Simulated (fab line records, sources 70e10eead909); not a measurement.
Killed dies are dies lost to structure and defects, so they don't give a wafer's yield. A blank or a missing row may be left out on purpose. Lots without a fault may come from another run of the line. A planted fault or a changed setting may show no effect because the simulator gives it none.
Which tool did it? | flow nand_harc | 24 lots, 72 wafers sampled, at 5 steps of a route of 1159

WHAT THE GAUGES READ, wafer by wafer
NHARC_P_M1_OVL_MEAS_10: pitch 260 nm. Usual: overlay_x_nm 0.2 nm, standard deviation 0.72; overlay_y_nm -0.4 nm, standard deviation 1.
lot  | measured     | on         | overlay_x_nm (nm) | overlay_y_nm (nm) | flag
L075 | day 6 08:39  | overlay-01 | 0.4 0.4 0.3       | 1.1 0.6 0.8       |
L074 | day 6 09:18  | overlay-01 | 0.3 -0.4 0.4      | 1.0 0.9 1.5       |
L077 | day 6 12:16  | overlay-02 | -0.5 -0.6 -0.1    | 0.5 0.9 1.7       |
L076 | day 6 17:33  | overlay-02 | 0.1 0.4 0.9       | 2.6 2.3 1.4       |
L078 | day 6 23:08  | overlay-01 | 0.5 0.1 0.5       | -0.3 -0.2 -0.8    |
L079 | day 6 23:41  | overlay-02 | -1.0 -0.2 -0.7    | -1.3 -2.2 -1.7    |
L082 | day 7 21:33  | overlay-01 | 0.7 0.9 0.7       | -0.9 -0.7 -0.5    |
L081 | day 7 22:02  | overlay-02 | 0.8 0.5 0.5       | -0.6 -0.5 -0.1    |
L080 | day 7 22:37  | overlay-01 | 0.9 0.4 1.1       | -1.4 -2.6 -1.7    |
L083 | day 8 06:49  | overlay-02 | -0.3 -0.1 0.3     | -1.0 -0.9 -1.0    |
L084 | day 8 15:41  | overlay-01 | 0.6 0.0 0.5       | -0.9 -1.3 -1.5    |
L086 | day 9 02:58  | overlay-01 | 1.0 0.3 0.8       | 0.2 -0.5 0.0      |
L085 | day 9 03:36  | overlay-01 | -0.9 -0.3 -0.8    | -1.2 -1.3 -1.9    |
L089 | day 9 05:49  | overlay-02 | -0.1 -0.3 -0.2    | -1.9 -1.0 -1.1    |
L087 | day 9 08:32  | overlay-01 | 0.0 0.0 0.0       | 0.4 0.5 0.7       |
L088 | day 9 14:19  | overlay-01 | 0.0 0.1 0.3       | -1.2 -1.0 -0.6    |
L090 | day 10 06:06 | overlay-01 | -0.4 -0.3 0.0     | -2.0 -1.9 -1.9    |
L091 | day 10 06:32 | overlay-01 | 0.4 0.4 -0.2      | -0.6 -0.6 -0.3    |
L092 | day 10 12:04 | overlay-02 | 0.0 -0.4 -0.4     | -0.1 -0.8 -0.8    |
L093 | day 10 17:05 | overlay-01 | 1.3 1.8 1.7       | 0.6 0.3 0.3       |
L094 | day 10 19:03 | overlay-02 | -0.3 -0.6 -0.2    | 0.1 0.0 0.1       |
L095 | day 11 04:04 | overlay-02 | -1.9 -1.7 -1.3    | -0.8 -0.3 -0.4    |
L096 | day 11 10:21 | overlay-01 | 1.4 0.9 1.4       | 0.3 0.6 0.8       |
L097 | day 11 17:26 | overlay-02 | 1.8 1.1 0.9       | -0.4 -0.5 -0.2    |

NHARC_A_CHANNEL_HOLE_D1_INSPECT_40. Usual: raw_defect_count 61, standard deviation 17.
lot  | measured     | on                | raw_defect_count | flag
L075 | day 9 00:23  | defect_inspect-01 | 42 55 60         |
L074 | day 8 23:13  | defect_inspect-01 | 34 47 31         |
L077 | day 9 03:33  | defect_inspect-01 | 70 89 74         |
L076 | day 9 08:05  | defect_inspect-02 | 64 59 66         |
L078 | day 9 12:14  | defect_inspect-02 | 74 75 68         |
L079 | day 9 09:30  | defect_inspect-02 | 50 58 45         |
L082 | day 10 21:23 | defect_inspect-01 | 30 32 41         |
L081 | day 10 08:42 | defect_inspect-02 | 52 67 49         |
L080 | day 10 13:28 | defect_inspect-01 | 78 58 92         |
L083 | day 10 19:12 | defect_inspect-01 | 52 48 59         |
L084 | day 11 02:29 | defect_inspect-01 | 54 60 50         |
L086 | day 11 22:41 | defect_inspect-02 | 70 44 56         |
L085 | day 11 18:31 | defect_inspect-01 | 74 99 84         |
L089 | day 11 19:17 | defect_inspect-02 | 50 61 67         |
L087 | day 11 23:25 | defect_inspect-01 | 60 99 87         |
L088 | day 12 07:23 | defect_inspect-02 | 45 86 63         |
L090 | day 12 19:48 | defect_inspect-02 | 48 61 69         |
L091 | day 12 19:27 | defect_inspect-01 | 55 43 50         |
L092 | day 13 03:50 | defect_inspect-01 | 45 79 71         |
L093 | day 13 03:28 | defect_inspect-02 | 49 75 49         |
L094 | day 13 07:40 | defect_inspect-02 | 66 70 74         |
L095 | day 13 18:16 | defect_inspect-01 | 80 75 74         |
L096 | day 13 18:32 | defect_inspect-01 | 60 37 54         |
L097 | day 14 07:10 | defect_inspect-02 | 75 68 52         |

WHICH TOOL RAN EACH LOT (tool, then ch and the chambers of the sampled wafers, then the start)
lot  | NHARC_P_M2_STRIP_18                | NHARC_P_M2_PRE_CLEAN_30                 | NHARC_P_M2_PVD_20
L075 | rie_diel-03 ch 0,2,3, day 6 13:30  | pvd_sputter-03, day 9 00:23 or earlier  | pvd_sputter-03, day 9 00:23 or earlier
L074 | rie_diel-06 ch 1,2,3, day 6 14:06  | pvd_sputter-02, day 8 23:13 or earlier  | pvd_sputter-02, day 8 23:13 or earlier
L077 | rie_diel-06 ch 0,2, day 6 17:14    | pvd_sputter-03, day 9 03:33 or earlier  | pvd_sputter-03, day 9 03:33 or earlier
L076 | rie_diel-06 ch 0,2, day 6 22:12    | pvd_sputter-01, day 9 08:05 or earlier  | pvd_sputter-01, day 9 08:05 or earlier
L078 | rie_diel-06 ch 1,3, day 7 03:49    | pvd_sputter-02, day 9 12:14 or earlier  | pvd_sputter-02, day 9 12:14 or earlier
L079 | rie_diel-06 ch 1,2,3, day 7 04:25  | pvd_sputter-03, day 9 09:30 or earlier  | pvd_sputter-03, day 9 09:30 or earlier
L082 | rie_diel-06 ch 0,2, day 8 02:16    | pvd_sputter-03, day 10 21:23 or earlier | pvd_sputter-03, day 10 21:23 or earlier
L081 | rie_diel-03 ch 0,1,3, day 8 02:49  | pvd_sputter-03, day 10 08:42 or earlier | pvd_sputter-03, day 10 08:42 or earlier
L080 | rie_diel-06 ch 0,1,2, day 8 03:26  | pvd_sputter-02, day 10 13:28 or earlier | pvd_sputter-02, day 10 13:28 or earlier
L083 | rie_diel-06 ch 0,2,3, day 8 11:32  | pvd_sputter-01, day 10 19:12 or earlier | pvd_sputter-01, day 10 19:12 or earlier
L084 | rie_diel-06 ch 0,1,2, day 8 20:25  | pvd_sputter-02, day 11 02:29 or earlier | pvd_sputter-02, day 11 02:29 or earlier
L086 | rie_diel-06 ch 1,2,3, day 9 07:35  | pvd_sputter-02, day 11 22:41 or earlier | pvd_sputter-02, day 11 22:41 or earlier
L085 | rie_diel-06 ch 0,2,3, day 9 08:19  | pvd_sputter-03, day 11 18:31 or earlier | pvd_sputter-03, day 11 18:31 or earlier
L089 | rie_diel-06 ch 0,1,2, day 9 10:32  | pvd_sputter-02, day 11 19:17 or earlier | pvd_sputter-02, day 11 19:17 or earlier
L087 | rie_diel-06 ch 0,1, day 9 13:33    | pvd_sputter-03, day 11 23:25 or earlier | pvd_sputter-03, day 11 23:25 or earlier
L088 | rie_diel-05 ch 0,1,3, day 9 19:28  | pvd_sputter-01, day 12 07:23 or earlier | pvd_sputter-01, day 12 07:23 or earlier
L090 | rie_diel-03 ch 0,1, day 10 10:44   | pvd_sputter-03, day 12 19:48 or earlier | pvd_sputter-03, day 12 19:48 or earlier
L091 | rie_diel-06 ch 1,2,3, day 10 11:19 | pvd_sputter-02, day 12 19:27 or earlier | pvd_sputter-02, day 12 19:27 or earlier
L092 | rie_diel-06 ch 0,1,3, day 10 17:27 | pvd_sputter-03, day 13 03:50 or earlier | pvd_sputter-03, day 13 03:50 or earlier
L093 | rie_diel-03 ch 0,2, day 10 21:47   | pvd_sputter-03, day 13 03:28 or earlier | pvd_sputter-03, day 13 03:28 or earlier
L094 | rie_diel-06 ch 2,3, day 10 23:36   | pvd_sputter-01, day 13 07:40 or earlier | pvd_sputter-01, day 13 07:40 or earlier
L095 | rie_diel-06 ch 0,1,2, day 11 10:35 | pvd_sputter-03, day 13 18:16 or earlier | pvd_sputter-03, day 13 18:16 or earlier
L096 | rie_diel-06 ch 0,1,2, day 11 15:02 | pvd_sputter-03, day 13 18:32 or earlier | pvd_sputter-03, day 13 18:32 or earlier
L097 | rie_diel-06 ch 1,2,3, day 11 22:22 | pvd_sputter-02, day 14 07:10 or earlier | pvd_sputter-02, day 14 07:10 or earlier
- NHARC_P_M2_STRIP_18: strips in N2/H2.
- NHARC_P_M2_PRE_CLEAN_30: time 30 s.
- NHARC_P_M2_PVD_20: deposits TaN, target thk 5 nm, time 8.06 s.

WHAT THE TOOLS THEMSELVES READ (means of the sampled wafers that have a number; where no wafer has one, the mark that the record gives instead)
NHARC_P_M2_STRIP_18. Usual: drypump_motor_current_A 5.5 A, standard deviation 0.48; oes_product_au 0.997 a.u., standard deviation 0.0089; rf_fwd_power_W 997 W, standard deviation 3.1; rf_vpp_V 90.4 V, standard deviation 0.97; showerhead_plenum_p_Torr 1.98 Torr, standard deviation 0.093; throttle_valve_pct 14.172 %, standard deviation 0.0092.
lot  | tool        | drypump_motor_current_A (A) | oes_product_au (a.u.) | rf_fwd_power_W (W) | rf_vpp_V (V) | showerhead_plenum_p_Torr (Torr) | throttle_valve_pct (%) | flag
L075 | rie_diel-03 | 5.5                         | 0.999                 | 998                | 90.5         | 2.04                            | 14.168                 |
L074 | rie_diel-06 | 5.5                         | 0.995                 | 997                | 89.7         | 1.97                            | 14.172                 |
L077 | rie_diel-06 | 5.6                         | 1.008                 | 997                | 90.0         | 1.99                            | 14.172                 |
L076 | rie_diel-06 | 5.7                         | 1.000                 | 995                | 89.5         | 1.99                            | 14.178                 |
L078 | rie_diel-06 | 5.1                         | 0.998                 | 996                | 90.9         | 1.97                            | 14.174                 |
L079 | rie_diel-06 | 5.6                         | 0.995                 | 998                | 90.1         | 1.97                            | 14.184                 |
L082 | rie_diel-06 | 5.7                         | 0.992                 | 997                | 90.4         | 1.99                            | 14.168                 |
L081 | rie_diel-03 | 5.7                         | 0.988                 | 999                | 90.5         | 1.95                            | 14.175                 |
L080 | rie_diel-06 | 5.4                         | 0.991                 | 995                | 89.6         | 1.95                            | 14.179                 |
L083 | rie_diel-06 | 5.8                         | 1.000                 | 994                | 90.3         | 2.02                            | 14.178                 |
L084 | rie_diel-06 | 5.4                         | 0.994                 | 999                | 90.3         | 1.95                            | 14.169                 |
L086 | rie_diel-06 | 5.5                         | 0.988                 | 995                | 90.5         | 1.97                            | 14.172                 |
L085 | rie_diel-06 | 5.8                         | 0.988                 | 994                | 90.1         | 2.02                            | 14.164                 |
L089 | rie_diel-06 | 5.4                         | 0.991                 | 996                | 89.8         | 1.95                            | 14.166                 |
L087 | rie_diel-06 | 5.0                         | 0.990                 | 999                | 89.8         | 1.95                            | 14.173                 |
L088 | rie_diel-05 | 5.7                         | 0.989                 | 995                | 90.9         | 2.04                            | 14.175                 |
L090 | rie_diel-03 | 5.8                         | 1.006                 | 995                | 90.7         | 2.00                            | 14.168                 |
L091 | rie_diel-06 | 5.5                         | 0.989                 | 997                | 90.1         | 1.97                            | 14.178                 |
L092 | rie_diel-06 | 5.3                         | 1.007                 | 995                | 90.7         | 2.02                            | 14.180                 |
L093 | rie_diel-03 | 5.7                         | 0.990                 | 997                | 92.0         | 2.14                            | 14.175                 |
L094 | rie_diel-06 | 5.9                         | 1.002                 | 998                | 90.1         | 2.04                            | 14.171                 |
L095 | rie_diel-06 | 5.4                         | 1.008                 | 997                | 90.8         | 1.95                            | 14.178                 |
L096 | rie_diel-06 | 5.4                         | 1.001                 | 995                | 90.3         | 1.95                            | 14.163                 |
L097 | rie_diel-06 | 5.6                         | 0.999                 | 998                | 89.7         | 1.97                            | 14.171                 |

NHARC_P_M2_PRE_CLEAN_30. Usual: heater_power_w 401 W, standard deviation 32.
lot  | tool           | heater_power_w (W) | flag
L075 | pvd_sputter-03 | 428                |
L074 | pvd_sputter-02 | 369                |
L077 | pvd_sputter-03 | 417                |
L076 | pvd_sputter-01 | 395                |
L078 | pvd_sputter-02 | 377                |
L079 | pvd_sputter-03 | 413                |
L082 | pvd_sputter-03 | 401                |
L081 | pvd_sputter-03 | 407                |
L080 | pvd_sputter-02 | 371                |
L083 | pvd_sputter-01 | 396                |
L084 | pvd_sputter-02 | 367                |
L086 | pvd_sputter-02 | 410                |
L085 | pvd_sputter-03 | 417                |
L089 | pvd_sputter-02 | 364                |
L087 | pvd_sputter-03 | 405                |
L088 | pvd_sputter-01 | 396                |
L090 | pvd_sputter-03 | 408                |
L091 | pvd_sputter-02 | 380                |
L092 | pvd_sputter-03 | 412                |
L093 | pvd_sputter-03 | 418                |
L094 | pvd_sputter-01 | 417                |
L095 | pvd_sputter-03 | 412                |
L096 | pvd_sputter-03 | 413                |
L097 | pvd_sputter-02 | 382                |

NHARC_P_M2_PVD_20. Usual: chamber_pressure_pa 0.11996 Pa, standard deviation 0.00025; throttle_valve_pct 30.1 %, standard deviation 1.
lot  | tool           | chamber_pressure_pa (Pa) | throttle_valve_pct (%) | flag
L075 | pvd_sputter-03 | 0.11999                  | 30.1                   |
L074 | pvd_sputter-02 | 0.12004                  | 29.4                   |
L077 | pvd_sputter-03 | 0.11993                  | 30.7                   |
L076 | pvd_sputter-01 | 0.11999                  | 31.8                   |
L078 | pvd_sputter-02 | 0.12009                  | 29.5                   |
L079 | pvd_sputter-03 | 0.11983                  | 29.2                   |
L082 | pvd_sputter-03 | 0.12017                  | 29.9                   |
L081 | pvd_sputter-03 | 0.11997                  | 30.0                   |
L080 | pvd_sputter-02 | 0.12000                  | 30.0                   |
L083 | pvd_sputter-01 | 0.11968                  | 30.8                   |
L084 | pvd_sputter-02 | 0.12017                  | 29.3                   |
L086 | pvd_sputter-02 | 0.11994                  | 29.4                   |
L085 | pvd_sputter-03 | 0.12008                  | 30.1                   |
L089 | pvd_sputter-02 | 0.12016                  | 30.1                   |
L087 | pvd_sputter-03 | 0.12009                  | 29.8                   |
L088 | pvd_sputter-01 | 0.11959                  | 31.2                   |
L090 | pvd_sputter-03 | 0.12010                  | 30.6                   |
L091 | pvd_sputter-02 | 0.11995                  | 30.1                   |
L092 | pvd_sputter-03 | 0.11993                  | 29.2                   |
L093 | pvd_sputter-03 | 0.11998                  | 30.0                   |
L094 | pvd_sputter-01 | 0.11996                  | 30.1                   |
L095 | pvd_sputter-03 | 0.12015                  | 30.7                   |
L096 | pvd_sputter-03 | 0.11978                  | 31.4                   |
L097 | pvd_sputter-02 | 0.12007                  | 29.9                   |

THE ANSWER, worked out from the rows above alone
Rule: a lot is off if the mean of its wafers that have a number lies more than 3 standard deviations from the usual mean. A lot without any number at a reading at which 4 lots or more have one is off too. The other lots that the step has rows for count as sound. The gauges are gone through in route order, then the tools' own readings, and for those a lot's mean is taken as printed above. The first step at which some lot is off is used, and at that step the reading that is off furthest; a lot without a number counts as furthest.
No lot is off at any reading shown: from this, nothing can be told.

WHAT THE SIMULATOR HAD PUT IN
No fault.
